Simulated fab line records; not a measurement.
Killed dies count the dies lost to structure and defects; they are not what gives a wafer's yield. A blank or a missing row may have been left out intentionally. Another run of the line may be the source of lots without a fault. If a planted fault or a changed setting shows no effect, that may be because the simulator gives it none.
A single fault, viewed from 3 desks	flow n5-finfet	every desk sees just its own numbers, and what lay behind them comes last

FOR THE TOOL OWNER'S DESK: cmp-04
The tool's own readings at N5_PMOS_HMC_CHANNEL_EPI_CMP_21 (polishes SiGe30, target thk 54 nm): means of the sampled wafers that have a number, for each lot that ran on this tool. Any lot whose mean is over 4 standard deviations away from the usual mean is out of limits and marked OUT; that distance is given in the brackets.
Columns: A = motor-current-A at N5_PMOS_HMC_CHANNEL_EPI_CMP_21, usual 12.0 A
lot	first seen here	A
L457	day 2 03:23	12.1
L459	day 2 14:31	12.3
L466	day 4 08:12	12.5
L467	day 4 14:31	11.9
Result from this desk: across the 4 lots, nothing is out of limits.

THE DEFECT DESK
Lot by lot, what the route's inspections counted, given as the mean of those sampled wafers with a number. Any lot whose mean is over 4 standard deviations away from the usual mean is out of limits and marked OUT; that distance is given in the brackets.
Columns: A = raw-defect-count at N5_PMOS_HMC_CHANNEL_EPI_INSPECT_30, usual 18; B = raw-defect-count at N5_FIN_SAQP_INSPECT_18, usual 400; C = raw-defect-count at N5_FIN_SAQP_INSPECT_40, usual 212; D = raw-defect-count at N5_FIN_CUT_INSPECT_10, usual 40
lot	first seen here	A	B	C	D
L457	day 2 04:10	24	417	205	35
L459	day 2 15:13	22	367	173	33
L461	day 3 02:14	15	489	245	43
L466	day 4 08:59	519 (+95) OUT	960 (+5.1) OUT	783 (+11) OUT	550 (+52) OUT
L467	day 4 15:13	488 (+89) OUT	759	651 (+8.3) OUT	502 (+47) OUT
L470	day 5 09:01	18	486	309	42
L471	day 5 14:34	18	682	192	35
L479	day 7 15:03	18	386	240	49
Finding of this desk: L466, L467 out of limits; the first was L466 at day 4 08:59, on raw-defect-count at N5_PMOS_HMC_CHANNEL_EPI_INSPECT_30. L457, L459, L461, L470, L471, L479: within limits.

METROLOGY DESK
Lot by lot, what the gauges showed, no matter which tool ran the lot: averages of those sampled wafers that carry a number. Any lot whose mean is over 4 standard deviations away from the usual mean is out of limits and marked OUT; that distance is given in the brackets. Readings shown: 7 of its 12, picked as those furthest out on some lot.
Columns: A = cd-nm at N5_PMOS_HMC_CHANNEL_EPI_CD_MEAS_09, usual 237.3 nm; B = thk-nm at N5_FIN_SAQP_THK_MEAS_05, usual 38.0 nm; C = DIBL_N at N5_BEOL_M4_RC_MEAS_101, usual 35.9 mV/V; D = ION_N at N5_BEOL_M4_RC_MEAS_101, usual 672 uA/um; E = ION_P at N5_BEOL_M4_RC_MEAS_101, usual 460 uA/um; F = SS_N at N5_BEOL_M4_RC_MEAS_101, usual 71.6 mV/dec; G = VT_P at N5_BEOL_M4_RC_MEAS_101, usual -251.6 mV
lot	first seen here	A	B	C	D	E	F	G
L457	day 2 01:18	237.1	37.8	34.8	659	457	71.5	-250.2
L459	day 2 12:10	238.3	38.0	36.6	670	459	71.7	-253.3
L461	day 2 23:06	237.5	37.9	34.6	667	456	71.6	-253.8
L466	day 4 05:15	237.4	38.2	35.6	667	464	71.2	-250.9
L467	day 4 11:51	236.7	38.1	33.8	671	465	71.7	-249.9
L470	day 5 05:40	238.6	38.6	37.0	675	464	72.4	-248.3
L471	day 5 11:14	236.6	37.2	36.5	680	474	71.8	-245.9
L479	day 7 11:29	238.8	38.3	34.7	657	455	71.3	-252.7
Result from this desk: across the 8 lots, nothing is out of limits.

TAKEN TOGETHER
The defect desk could have raised an alarm at day 4 08:59, on L466, L467.
The desk of the tool owner found nothing out of limits.
Nothing out of limits was seen by the metrology desk.
Tool owner's desk: L466, L467 on record, inside its limits.
The metrology desk has L466, L467 on record, within its limits.
Of the lots named, all ran N5_PMOS_HMC_CHANNEL_EPI_CMP_21 on cmp-04.

WHAT THE SIMULATOR HAD PUT IN
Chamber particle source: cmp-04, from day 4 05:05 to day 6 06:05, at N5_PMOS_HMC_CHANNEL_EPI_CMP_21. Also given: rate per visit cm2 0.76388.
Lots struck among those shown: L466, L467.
Hours from the fault's start to each desk's first reading out of limits: the defect desk, 4.
